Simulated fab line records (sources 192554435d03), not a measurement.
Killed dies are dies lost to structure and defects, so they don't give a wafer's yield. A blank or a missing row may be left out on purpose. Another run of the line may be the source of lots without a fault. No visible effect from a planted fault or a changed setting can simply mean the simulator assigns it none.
fab line records | flow n5-finfet
record lots=10 | wafers=30 | last-day=17
route steps=1938 shown SD_EPI_P@308 SD_ACTIVATION@330 PASSIVATION@1936
lots untouched by any fault: they come from a run of this same line in which no faults occurred
start-h: hours from the record's opening day to when the first of the lot's shown wafers began | wait-h: hours from the lot's prior step to this one | " as in the row above | L1.1+2: a single row standing in for several wafers | - either no value or no given start | * or withheld: withheld | < > ~ a bound
route shown NAME@n: a module of which the file shows steps, and the number in the route of the first | usual: mean/standard deviation of fault-free wafers | same: alike in all rows | chamber/n: place in a boat | sites: readings site by site | _std_site: standard deviation across them | _edge_site: outer sites' mean less inner sites' | radius-mm: for every site, how far away it sits from the centre of the wafer | mask NAME#n: copy n | behind: the last tool/chamber to shape the wafer | hold: the reason the lot was held/the length of the hold in hours/how it ended | device: whichever transistor did not switch (one of n, p or np) | end of line: the route-end tests of the same wafers | step lacking rows: just its recipe | killed: dies that structure and defects cost at the first sort, which is not the same as the wafer's yield | map: a wafer's dies, marking killed ones x, the rest . and places with no die _
set.NAME: the setting the step ran with; set.NAME@STEP: the setting that earlier step ran with | model.NAME: the simulator's own value behind a step, which no gauge read
steps of the route over a sample of lots; a table a step, a row a wafer
services: from which hour (start-h, from the record's first day; less than 0 if before it) a tool's chamber was out of use, for how many hours, and why
## steps
# step N5_SD_EPI_P_ETCH_37
# recipe chemistry=N2/H2 | target=SOC | overetch-a=1080 | mask-material=SiARC | temp-c=40 | ion-energy-ev=100 | source-w=3000 | bias-w=133 | pressure-mtorr=20 | time-s=486 | n2-flow-sccm=200 | h2-flow-sccm=200 | ends=end-point
# usual drypump-motor-current-A=5.52/0.26 | oes-product-au=0.70/0.069 | rf-fwd-power-W=2995/8.8 | rf-vpp-V=241.0/1.3 | showerhead-plenum-p-Torr=2.55/0.076 | temp-c=40.02/0.12 | throttle-valve-pct=23.7/0.3
lot.wafer | tool        | chamber | start-h | wait-h | drypump-motor-current-A | oes-product-au | rf-fwd-power-W | rf-hours-counter-h | rf-vpp-V | showerhead-plenum-p-Torr | temp-c | throttle-valve-pct
L987.1    | rie-diel-02 | 2       | 57.67   | 0.0    | 5.84                    | 0.80           | 3004           | 40                 | 241.6    | 2.59                     | 40.15  | 23.1
L987.2    | "           | 3       | "       | "      | 5.35                    | 0.72           | 2991           | 119                | 239.7    | 2.44                     | 39.83  | 23.7
L987.3    | "           | 0       | "       | "      | 5.11                    | 0.64           | 2994           | 198                | 242.2    | 2.63                     | 39.83  | 24.1
L992.4    | rie-diel-06 | 3       | 91.02   | 0.0    | 5.90                    | 0.80           | 2991           | 40                 | 244.3    | 2.69                     | 39.94  | 23.2
L992.5    | "           | 0       | "       | "      | 5.80                    | 0.64           | 2991           | -                  | 241.2    | 2.53                     | 39.83  | 24.0
L992.6    | "           | 1       | "       | "      | 5.30                    | 0.64           | 2995           | -                  | 240.4    | 2.52                     | 40.05  | 23.9
L993.3    | rie-diel-02 | 0       | 97.77   | 0.0    | 5.09                    | 0.64           | 2986           | 209                | 242.3    | 2.62                     | 39.90  | 24.1
L993.4    | "           | 1       | "       | "      | 5.66                    | 0.78           | 3010           | 37                 | 239.2    | 2.48                     | 39.99  | 23.7
L993.5    | "           | 0       | "       | "      | 5.13                    | 0.63           | 2987           | -                  | 240.9    | 2.62                     | 40.09  | 24.1
L994.1    | rie-diel-02 | 1       | 103.03  | 0.0    | 5.66                    | 0.77           | 3004           | 38                 | 242.4    | 2.48                     | 40.07  | 23.7
L994.2    | "           | 2       | "       | "      | 5.85                    | 0.78           | 2994           | 53                 | 241.0    | 2.58                     | 39.86  | 23.1
L994.6    | "           | 2       | "       | "      | 5.85                    | 0.78           | 2993           | -                  | 241.8    | 2.58                     | 39.94  | 23.1
L996.1    | rie-diel-06 | 0       | 113.83  | 0.0    | 5.79                    | 0.64           | 2998           | 205                | 240.9    | 2.52                     | 39.83  | 24.0
L996.2    | "           | 3       | "       | "      | 5.92                    | 0.79           | 2996           | 46                 | 242.8    | 2.69                     | 39.89  | 23.2
L996.6    | "           | 1       | "       | "      | 5.33                    | 0.64           | 2983           | -                  | 241.5    | 2.52                     | 39.94  | 23.9
L997.1    | rie-diel-02 | 1       | 125.92  | 0.0    | 5.65                    | 0.77           | 2988           | 45                 | 239.6    | 2.48                     | 40.19  | 23.7
L997.5    | "           | 3       | "       | "      | 5.37                    | 0.70           | 2985           | -                  | 239.6    | 2.43                     | 40.00  | 23.7
L997.6    | "           | 0       | "       | "      | 5.11                    | 0.63           | 2994           | -                  | 240.3    | 2.62                     | 40.18  | 24.1
L103.1    | rie-diel-02 | 3       | 154.42  | 0.0    | 5.33                    | 0.69           | 3008           | 146                | 240.1    | 2.43                     | 39.83  | 23.7
L103.4    | "           | 0       | "       | "      | 5.13                    | 0.62           | 3005           | 224                | 241.6    | 2.61                     | 40.18  | 24.1
L103.5    | "           | 2       | "       | "      | 5.87                    | 0.76           | 2969           | -                  | 240.7    | 2.58                     | 39.98  | 23.1
L104.2    | rie-diel-06 | 2       | 164.44  | 0.0    | 5.44                    | 0.65           | 2994           | 174                | 242.6    | 2.65                     | 40.16  | 23.9
L104.4    | "           | 1       | "       | "      | 5.32                    | 0.62           | 2996           | 209                | 240.9    | 2.51                     | 40.01  | 23.9
L104.6    | "           | 1       | "       | "      | 5.33                    | 0.62           | 2992           | -                  | 240.5    | 2.51                     | 39.94  | 23.9
L105.1    | rie-diel-01 | 0       | 170.52  | 0.0    | 5.44                    | 0.68           | 3005           | 150                | 239.2    | 2.43                     | 40.15  | 23.9
L105.4    | "           | 2       | "       | "      | 5.71                    | 0.61           | 3003           | -                  | 241.2    | 2.60                     | 39.97  | 24.1
L105.6    | "           | 0       | "       | "      | 5.41                    | 0.68           | 3008           | -                  | 239.7    | 2.43                     | 40.24  | 23.9
L109.1    | rie-diel-01 | 0       | 195.91  | 0.0    | 5.42                    | 0.69           | 2998           | 158                | 239.5    | 2.43                     | 40.12  | 23.9
L109.2    | "           | 2       | "       | "      | 5.74                    | 0.61           | 2974           | 238                | 241.1    | 2.60                     | 40.24  | 24.1
L109.3    | "           | 3       | "       | "      | 5.16                    | 0.76           | 2990           | 59                 | 241.8    | 2.57                     | 39.94  | 23.7
# step N5_SD_EPI_P_ETCHBACK_46
# recipe chemistry=CH3F/O2 | mode=anisotropic-etchback | target=SiNx | target-depth-a=175 | stop-on=SiO2 | over-etch-frac=0.3 | ion-energy-ev=120 | pressure-mtorr=30 | source-w=395 | bias-w=73 | Ar_flow_sccm=150 | CH3F_flow_sccm=30 | O2_flow_sccm=20
# usual O2_flow_sccm=20.02/0.059 | drypump-motor-current-A=5.51/0.26 | oes_f_703_au=0.78/0.075 | oes-product-au=0.67/0.065 | over-etch-frac=0.3/0 | rf-fwd-power-W=393.2/1.4 | rf-vpp-V=298/6.5 | showerhead-plenum-p-Torr=2.01/0.065 | throttle-valve-pct=16.35/0.26
lot.wafer | tool        | chamber | start-h | wait-h | O2_flow_sccm | drypump-motor-current-A | oes_f_703_au | oes-product-au | over-etch-frac | rf-fwd-power-W | rf-hours-counter-h | rf-vpp-V | showerhead-plenum-p-Torr | throttle-valve-pct
L987.1    | rie-diel-02 | 2       | 58.00   | 0.0    | 19.95        | 5.83                    | 0.86         | 0.76           | 0.3            | 394.8          | 40                 | 308      | 2.03                     | 15.82
L987.2    | "           | 3       | "       | "      | 20.02        | 5.33                    | 0.81         | 0.69           | 0.3            | 394.2          | 119                | 295      | 1.92                     | 16.27
L987.3    | "           | 0       | "       | "      | 19.98        | 5.13                    | 0.72         | 0.61           | 0.3            | 393.9          | 198                | 306      | 2.06                     | 16.40
L992.4    | rie-diel-06 | 3       | 91.34   | 0.0    | 19.93        | 5.88                    | 0.89         | 0.76           | 0.3            | 394.0          | 40                 | 300      | 2.14                     | 16.00
L992.5    | "           | 0       | "       | "      | 20.01        | 5.83                    | 0.72         | 0.63           | 0.3            | 389.9          | -                  | 292      | 2.00                     | 16.59
L992.6    | "           | 1       | "       | "      | 20.05        | 5.30                    | 0.71         | 0.61           | 0.3            | 395.2          | -                  | 300      | 1.98                     | 16.41
L993.3    | rie-diel-02 | 0       | 98.10   | 0.0    | 20.06        | 5.10                    | 0.71         | 0.60           | 0.3            | 393.6          | 209                | 304      | 2.06                     | 16.42
L993.4    | "           | 1       | "       | "      | 20.06        | 5.67                    | 0.90         | 0.74           | 0.3            | 392.8          | 37                 | 301      | 1.94                     | 16.22
L993.5    | "           | 0       | "       | "      | 20.01        | 5.08                    | 0.72         | 0.60           | 0.3            | 392.1          | -                  | 305      | 2.06                     | 16.39
L994.1    | rie-diel-02 | 1       | 103.36  | 0.0    | 20.05        | 5.65                    | 0.89         | 0.74           | 0.3            | 393.5          | 39                 | 302      | 1.94                     | 16.22
L994.2    | "           | 2       | "       | "      | 20.04        | 5.84                    | 0.85         | 0.75           | 0.3            | 395.9          | 53                 | 306      | 2.03                     | 15.85
L994.6    | "           | 2       | "       | "      | 20.06        | 5.84                    | 0.86         | 0.75           | 0.3            | 392.9          | -                  | 308      | 2.03                     | 15.86
L996.1    | rie-diel-06 | 0       | 114.16  | 0.0    | 20.03        | 5.78                    | 0.72         | 0.61           | 0.3            | 395.0          | 205                | 293      | 2.00                     | 16.59
L996.2    | "           | 3       | "       | "      | 19.98        | 5.88                    | 0.88         | 0.75           | 0.3            | 392.5          | 46                 | 301      | 2.14                     | 16.03
L996.6    | "           | 1       | "       | "      | 20.05        | 5.34                    | 0.71         | 0.61           | 0.3            | 392.3          | -                  | 302      | 1.98                     | 16.43
L997.1    | rie-diel-02 | 1       | 126.25  | 0.0    | 19.97        | 5.67                    | 0.89         | 0.74           | 0.3            | 392.7          | 45                 | 300      | 1.94                     | 16.25
L997.5    | "           | 3       | "       | "      | 19.99        | 5.36                    | 0.79         | 0.58           | 0.64808        | 394.2          | -                  | 294      | 1.91                     | 16.31
L997.6    | "           | 0       | "       | "      | 20.03        | 5.12                    | 0.71         | 0.60           | 0.3            | 391.6          | -                  | 305      | 2.05                     | 16.44
L103.1    | rie-diel-02 | 3       | 154.75  | 0.0    | 20.02        | 5.34                    | 0.78         | 0.58           | 0.64808        | 392.2          | 146                | 293      | 1.91                     | 16.32
L103.4    | "           | 0       | "       | "      | 19.99        | 5.10                    | 0.71         | 0.60           | 0.3            | 395.4          | 225                | 303      | 2.05                     | 16.41
L103.5    | "           | 2       | "       | "      | 20.04        | 5.79                    | 0.83         | 0.72           | 0.3            | 394.3          | -                  | 309      | 2.02                     | 15.85
L104.2    | rie-diel-06 | 2       | 164.76  | 0.0    | 19.93        | 5.36                    | 0.76         | 0.62           | 0.3            | 391.0          | 175                | 286      | 2.07                     | 16.13
L104.4    | "           | 1       | "       | "      | 20.05        | 5.34                    | 0.71         | 0.60           | 0.3            | 394.5          | 209                | 301      | 1.97                     | 16.46
L104.6    | "           | 1       | "       | "      | 20.09        | 5.31                    | 0.71         | 0.59           | 0.3            | 393.5          | -                  | 302      | 1.97                     | 16.45
L105.1    | rie-diel-01 | 0       | 170.84  | 0.0    | 20.11        | 5.42                    | 0.79         | 0.66           | 0.3            | 393.9          | 150                | 286      | 1.91                     | 16.38
L105.4    | "           | 2       | "       | "      | 19.95        | 5.75                    | 0.67         | 0.58           | 0.3            | 394.4          | -                  | 303      | 2.07                     | 16.91
L105.6    | "           | 0       | "       | "      | 20.11        | 5.42                    | 0.79         | 0.66           | 0.3            | 391.2          | -                  | 286      | 1.91                     | 16.38
L109.1    | rie-diel-01 | 0       | 196.24  | 0.0    | 20.05        | 5.43                    | 0.78         | 0.65           | 0.3            | 392.9          | 158                | 287      | 1.91                     | 16.41
L109.2    | "           | 2       | "       | "      | 20.08        | 5.73                    | 0.67         | 0.59           | 0.3            | 395.8          | 238                | 302      | 2.07                     | 16.90
L109.3    | "           | 3       | "       | "      | 19.97        | 5.14                    | 0.83         | 0.73           | 0.3            | 390.0          | 59                 | 294      | 2.04                     | 16.58
# step N5_SD_EPI_P_ETCH_16
# recipe chemistry=CHF3/O2 | target=SiO2 | target-depth-a=50 | mask-material=SOC | pressure-mtorr=30 | source-w=650 | bias-w=170 | Ar_flow_sccm=200 | CHF3_flow_sccm=50 | O2_flow_sccm=5 | ion-energy-ev=200
# usual O2_flow_sccm=5.000/0.016 | drypump-motor-current-A=5.51/0.26 | oes_f_703_au=0.78/0.076 | oes-product-au=0.78/0.08 | rf-fwd-power-W=642.5/2.9 | rf-vpp-V=524/12 | showerhead-plenum-p-Torr=2.42/0.076 | throttle-valve-pct=18.90/0.28
lot.wafer | tool        | chamber | start-h | wait-h | O2_flow_sccm | drypump-motor-current-A | oes_f_703_au | oes-product-au | rf-fwd-power-W | rf-hours-counter-h | rf-vpp-V | showerhead-plenum-p-Torr | throttle-valve-pct
L987.1    | rie-diel-02 | 2       | 58.20   | 0.1    | 5.042        | 5.81                    | 0.87         | 0.89           | 639.5          | 40                 | 542      | 2.44                     | 18.33
L987.2    | "           | 3       | "       | "      | 4.983        | 5.36                    | 0.81         | 0.80           | 639.1          | 119                | 519      | 2.32                     | 18.84
L987.3    | "           | 0       | "       | "      | 5.004        | 5.08                    | 0.73         | 0.71           | 644.1          | 198                | 538      | 2.48                     | 18.93
L992.4    | rie-diel-06 | 3       | 91.54   | 0.1    | 5.029        | 5.91                    | 0.89         | 0.90           | 644.9          | 40                 | 529      | 2.58                     | 18.59
L992.5    | "           | 0       | "       | "      | 4.994        | 5.76                    | 0.71         | 0.72           | 640.8          | -                  | 514      | 2.41                     | 19.15
L992.6    | "           | 1       | "       | "      | 5.002        | 5.31                    | 0.73         | 0.71           | 636.7          | -                  | 530      | 2.38                     | 18.90
L993.3    | rie-diel-02 | 0       | 98.30   | 0.1    | 4.991        | 5.12                    | 0.71         | 0.70           | 646.7          | 209                | 537      | 2.48                     | 18.95
L993.4    | "           | 1       | "       | "      | 4.985        | 5.66                    | 0.90         | 0.88           | 645.9          | 37                 | 530      | 2.34                     | 18.79
L993.5    | "           | 0       | "       | "      | 4.967        | 5.13                    | 0.72         | 0.70           | 641.6          | -                  | 537      | 2.48                     | 18.98
L994.1    | rie-diel-02 | 1       | 103.56  | 0.1    | 4.979        | 5.65                    | 0.89         | 0.87           | 642.4          | 39                 | 531      | 2.34                     | 18.80
L994.2    | "           | 2       | "       | "      | 5.015        | 5.85                    | 0.86         | 0.87           | 644.0          | 53                 | 542      | 2.44                     | 18.37
L994.6    | "           | 2       | "       | "      | 5.006        | 5.85                    | 0.85         | 0.87           | 643.0          | -                  | 541      | 2.44                     | 18.37
L996.1    | rie-diel-06 | 0       | 114.36  | 0.1    | 4.973        | 5.79                    | 0.71         | 0.71           | 639.7          | 205                | 515      | 2.41                     | 19.16
L996.2    | "           | 3       | "       | "      | 4.973        | 5.91                    | 0.88         | 0.89           | 646.1          | 46                 | 530      | 2.57                     | 18.58
L996.6    | "           | 1       | "       | "      | 5.015        | 5.32                    | 0.72         | 0.70           | 643.7          | -                  | 531      | 2.38                     | 18.91
L997.1    | rie-diel-02 | 1       | 126.45  | 0.1    | 5.011        | 5.64                    | 0.89         | 0.86           | 644.5          | 45                 | 529      | 2.34                     | 18.80
L997.5    | "           | 3       | "       | "      | 5.003        | 5.32                    | 0.79         | 0.78           | 637.7          | -                  | 518      | 2.31                     | 18.88
L997.6    | "           | 0       | "       | "      | 5.004        | 5.10                    | 0.70         | 0.69           | 643.6          | -                  | 536      | 2.48                     | 18.97
L103.1    | rie-diel-02 | 3       | 154.95  | 0.1    | 5.006        | 5.35                    | 0.78         | 0.77           | 640.8          | 146                | 518      | 2.31                     | 18.88
L103.4    | "           | 0       | "       | "      | 5.012        | 5.11                    | 0.71         | 0.70           | 642.6          | 225                | 536      | 2.47                     | 19.00
L103.5    | "           | 2       | "       | "      | 5.001        | 5.83                    | 0.83         | 0.86           | 645.3          | -                  | 543      | 2.43                     | 18.40
L104.2    | rie-diel-06 | 2       | 164.96  | 0.1    | 5.024        | 5.44                    | 0.76         | 0.74           | 640.2          | 175                | 504      | 2.49                     | 18.65
L104.4    | "           | 1       | "       | "      | 4.991        | 5.30                    | 0.71         | 0.70           | 641.7          | 210                | 531      | 2.37                     | 18.94
L104.6    | "           | 1       | "       | "      | 5.015        | 5.32                    | 0.71         | 0.69           | 640.5          | -                  | 532      | 2.37                     | 18.95
L105.1    | rie-diel-01 | 0       | 171.04  | 0.1    | 5.008        | 5.40                    | 0.78         | 0.77           | 643.9          | 150                | 504      | 2.31                     | 18.96
L105.4    | "           | 2       | "       | "      | 4.982        | 5.70                    | 0.67         | 0.68           | 645.7          | -                  | 535      | 2.49                     | 19.45
L105.6    | "           | 0       | "       | "      | 5.012        | 5.42                    | 0.78         | 0.76           | 642.7          | -                  | 505      | 2.31                     | 18.95
L109.1    | rie-diel-01 | 0       | 196.44  | 0.1    | 5.030        | 5.42                    | 0.77         | 0.75           | 643.0          | 158                | 503      | 2.31                     | 18.98
L109.2    | "           | 2       | "       | "      | 5.002        | 5.75                    | 0.67         | 0.67           | 643.8          | 238                | 535      | 2.49                     | 19.47
L109.3    | "           | 3       | "       | "      | 4.992        | 5.16                    | 0.82         | 0.83           | 638.5          | 59                 | 519      | 2.46                     | 19.18
# step N5_SD_ACTIVATION_RTA_00
# recipe temp-c=975 | time-s=0 | ambient=N2 | idle-temp-c=600 | ramp-up-c-per-s=150 | ramp-down-c-per-s=60 | cool-to-c=600
# usual lamp-power-pct=8.97/0.05 | lamp_zone_2_pct=8.951/0.022 | lamp_zone_5_pct=8.956/0.022 | wafer_temp_C_max=974.8/1.9
lot.wafer | tool          | chamber | start-h | wait-h | lamp-power-pct | lamp_zone_2_pct | lamp_zone_5_pct | wafer_temp_C_max
L987.1    | rtp-anneal-02 | 0       | 62.17   | 0.0    | 9.08           | 8.981           | 8.941           | 976.0
L987.2    | "             | 0       | "       | "      | 8.99           | 8.986           | 8.945           | 977.6
L987.3    | "             | 0       | "       | "      | 8.97           | 8.939           | 8.945           | 974.3
L992.4    | rtp-anneal-01 | 0       | 95.60   | 0.1    | 9.05           | 8.946           | 8.935           | 972.0
L992.5    | "             | 0       | "       | "      | 9.07           | 8.958           | 8.941           | 974.5
L992.6    | "             | 0       | "       | "      | 8.89           | 8.933           | 8.963           | 977.6
L993.3    | rtp-anneal-02 | 0       | 101.48  | 0.1    | 8.97           | 8.900           | 8.957           | 976.1
L993.4    | "             | 0       | "       | "      | 8.97           | 8.954           | 8.974           | 973.0
L993.5    | "             | 0       | "       | "      | 9.04           | 8.967           | 8.967           | 976.8
L994.1    | rtp-anneal-02 | 0       | 106.76  | 0.1    | 8.98           | 8.981           | 8.952           | 974.5
L994.2    | "             | 0       | "       | "      | 9.04           | 8.941           | 9.019           | 974.8
L994.6    | "             | 0       | "       | "      | 8.97           | 8.944           | 8.945           | 974.8
L996.1    | rtp-anneal-01 | 0       | 117.50  | 0.0    | 9.02           | 8.948           | 8.969           | 974.6
L996.2    | "             | 0       | "       | "      | 8.97           | 8.973           | 8.959           | 974.1
L996.6    | "             | 0       | "       | "      | 9.00           | 8.946           | 8.958           | 976.2
L997.1    | rtp-anneal-01 | 0       | 133.03  | 0.0    | 8.92           | 8.937           | 8.953           | 975.7
L997.5    | "             | 0       | "       | "      | 8.95           | 9.002           | 8.948           | 975.5
L997.6    | "             | 0       | "       | "      | 8.91           | 8.978           | 9.006           | 978.5
L103.1    | rtp-anneal-01 | 0       | 158.10  | 0.0    | 8.94           | 8.954           | 8.944           | 971.7
L103.4    | "             | 0       | "       | "      | 8.99           | 8.916           | 8.903           | 977.5
L103.5    | "             | 0       | "       | "      | 8.94           | 8.953           | 8.967           | 973.9
L104.2    | rtp-anneal-02 | 0       | 168.13  | 0.1    | 9.01           | 8.962           | 8.938           | 975.6
L104.4    | "             | 0       | "       | "      | 8.93           | 8.950           | 8.966           | 976.3
L104.6    | "             | 0       | "       | "      | 9.03           | 8.959           | 8.957           | 973.7
L105.1    | rtp-anneal-02 | 0       | 174.19  | 0.0    | 8.97           | 8.929           | 9.004           | 975.4
L105.4    | "             | 0       | "       | "      | 8.97           | 8.931           | 8.929           | 974.4
L105.6    | "             | 0       | "       | "      | 8.98           | 8.939           | 8.954           | 974.6
L109.1    | rtp-anneal-01 | 0       | 199.57  | 0.0    | 9.00           | 8.946           | 8.956           | 974.5
L109.2    | "             | 0       | "       | "      | 9.05           | 8.956           | 8.954           | 972.9
L109.3    | "             | 0       | "       | "      | 8.88           | 8.970           | 8.976           | 977.1
# step N5_PASSIVATION_PROBE_49
# usual killed_at_M0_to_M3=34/11 | killed_at_M4_up=14/5.7 | killed-at-contacts=14/6.9 | killed-at-front-end=40/11 | killed-at-other=4/3.1 | killed-dies=105/17 | killed-open=70/13 | killed-short=34/7.6
# same gross-dies=1180 | killed-at-back-side=0
lot.wafer | tool      | chamber | start-h | wait-h | killed_at_M0_to_M3 | killed_at_M4_up | killed-at-contacts | killed-at-front-end | killed-at-other | killed-dies | killed-open | killed-short
L105.4    | prober-01 | -       | 403.42  | 0.2    | 36                 | 15              | 10                 | 29                  | 2               | 92          | 59          | 33
# killed by level:class
L105.4 BEOL_M0_SAQP:geometric-particle:open=10 STI_FIN_REVEAL:geometric-particle:open=8 MOL_CONTACT_COAG:geometric-particle:open=8 BEOL_M2:geometric-particle:open=7 BEOL_M3:geometric-particle:open=7 FIN_SAQP:geometric-particle:short=5 GATE_CUT:geometric-particle:short=4 BEOL_M0_SAQP:geometric-particle:short=4
## services
tool        | chamber | start-h | hours | kind
rie-diel-06 | 2       | 125.43  | 12.1  | repair
rie-diel-02 | 3       | 142.67  | 1.8   | repair
rie-diel-01 | 2       | 164.28  | 2.8   | repair
rie-diel-01 | 1       | 168.11  | -     | clean
rie-diel-01 | 1       | 168.11  | -     | consumable-replace:focus-ring
rie-diel-01 | 1       | 168.11  | 13.9  | scheduled-down
rie-diel-01 | 1       | 168.11  | 13.9  | vent-cycle
## key
first-sign step=N5_SD_EPI_P_ETCHBACK_46 | reading=over-etch-frac | direction=up | sigmas=99+ | usual=0.3 | struck=0.64808
effect none on later readings
met-at N5_SD_EPI_P_ETCHBACK_46
struck-lots L997,L103
struck-wafers L997.5,L103.1
tester-left-out L997,L103
not-acting-at N5_SD_EPI_P_ETCH_37,N5_SD_EPI_P_ETCH_16,N5_SD_ACTIVATION_RTA_00
onset-between 58.00 126.25
fault kind=process-parameter-drift | tool=rie-diel-02 | chamber=3 | onset-h=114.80 | steps=N5_SD_EPI_P_ETCHBACK_46 | channel=over-etch-frac | offset=0.34808 | shape=step | end-h=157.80 | acts-in=these-recipes-only | stated=0.3
# tester-left-out: of these lots the tester's yield and bins aren't shown, on N5 and GAA mostly nor the transistor test; their killed dies are dies lost to structure and defects alone, not to doping, threshold or leakage, so they don't give the yield
